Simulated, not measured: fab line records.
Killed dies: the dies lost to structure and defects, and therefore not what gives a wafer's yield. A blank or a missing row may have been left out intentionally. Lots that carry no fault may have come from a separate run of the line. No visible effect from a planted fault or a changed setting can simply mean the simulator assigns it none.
Chamber matching | flow n5 finfet | 4 sister chambers for N5_SDB_CUT_ETCH_26 on rie si-04
The step etches Si in HBr/Cl2/O2, target depth 129.6 nm, bt time 20 s, time 51.8 s. 18 wafers are shown with their chamber, then 9 later ones without.

## WAFERS PAIRED WITH THEIR CHAMBERS
wafer  | chamber | drypump motor current A (A) | throttle valve pct (%) | oes product au (a.u.)
L074.3 | 3       | 6.4                         | 37.3                   | 0.981
L074.4 | 0       | 6.1                         | 37.4                   | 0.984
L074.6 | 1       | 5.6                         | 37.7                   | 1.014
L078.2 | 1       | 5.6                         | 37.7                   | 1.002
L078.4 | 0       | 6.1                         | 37.4                   | 0.985
L078.6 | 1       | 5.6                         | 37.7                   | 1.005
L082.2 | 1       | 5.6                         | 37.7                   | 1.005
L082.5 | 3       | 6.4                         | 37.3                   | 0.981
L082.6 | 2       | 5.2                         | 37.3                   | 1.027
L084.2 | 1       | 5.6                         | 37.7                   | 1.010
L084.4 | 3       | 6.4                         | 37.4                   | 0.974
L084.5 | 3       | 6.5                         | 37.3                   | 0.979
L089.2 | 2       | 5.2                         | 37.3                   | 1.045
L089.4 | 3       | 6.4                         | 37.3                   | 0.973
L089.6 | 2       | 5.2                         | 37.3                   | 1.030
L090.2 | 3       | 6.4                         | 37.3                   | 0.974
L090.4 | 1       | 5.6                         | 37.7                   | 1.005
L090.5 | 2       | 5.2                         | 37.3                   | 1.023

SIGNATURES (means of the wafers above)
reading                 | chamber 0 | chamber 1 | chamber 2 | chamber 3 | scatter within a chamber
drypump motor current A | 6.100     | 5.600     | 5.200     | 6.417     | 0.0244
throttle valve pct      | 37.400    | 37.700    | 37.300    | 37.317    | 0.0244
oes product au          | 0.98450   | 1.00683   | 1.03125   | 0.97700   | 0.00562
Rule: for a wafer and a chamber, the distance is found by dividing, reading by reading, the gap between the wafer's reading and the chamber's mean by the reading's scatter, squaring, summing and taking the root. If the next closest chamber is less than 2 further off than the closest, the wafer can't be placed; otherwise it belongs to the closest. The scatter: take each reading less its chamber's mean, square it, sum over the shown wafers, divide by the number of wafers less the number of chambers, and take the root.

## WAFERS WHOSE CHAMBER IS MISSING
wafer  | drypump motor current A (A) | throttle valve pct (%) | oes product au (a.u.)
L091.1 | 6.4                         | 37.3                   | 0.979
L091.2 | 5.2                         | 37.3                   | 1.038
L091.4 | 5.6                         | 37.7                   | 1.008
L095.2 | 5.6                         | 37.7                   | 1.001
L095.3 | 5.2                         | 37.3                   | 1.034
L095.5 | 6.5                         | 37.3                   | 0.985
L096.2 | 5.2                         | 37.3                   | 1.025
L096.3 | 6.1                         | 37.4                   | 0.978
L096.4 | 5.6                         | 37.7                   | 1.009

## WHICH CHAMBER EACH ONE RAN IN
wafer  | from the rows above | in truth
L091.1 | 3                   | 3
L091.2 | 2                   | 2
L091.4 | 1                   | 1
L095.2 | 1                   | 1
L095.3 | 2                   | 2
L095.5 | 3                   | 3
L096.2 | 2                   | 2
L096.3 | 0                   | 0
L096.4 | 1                   | 1
Correct placement for 9 of the 9. Can't be placed from these rows: 0. Placed wrongly: 0.
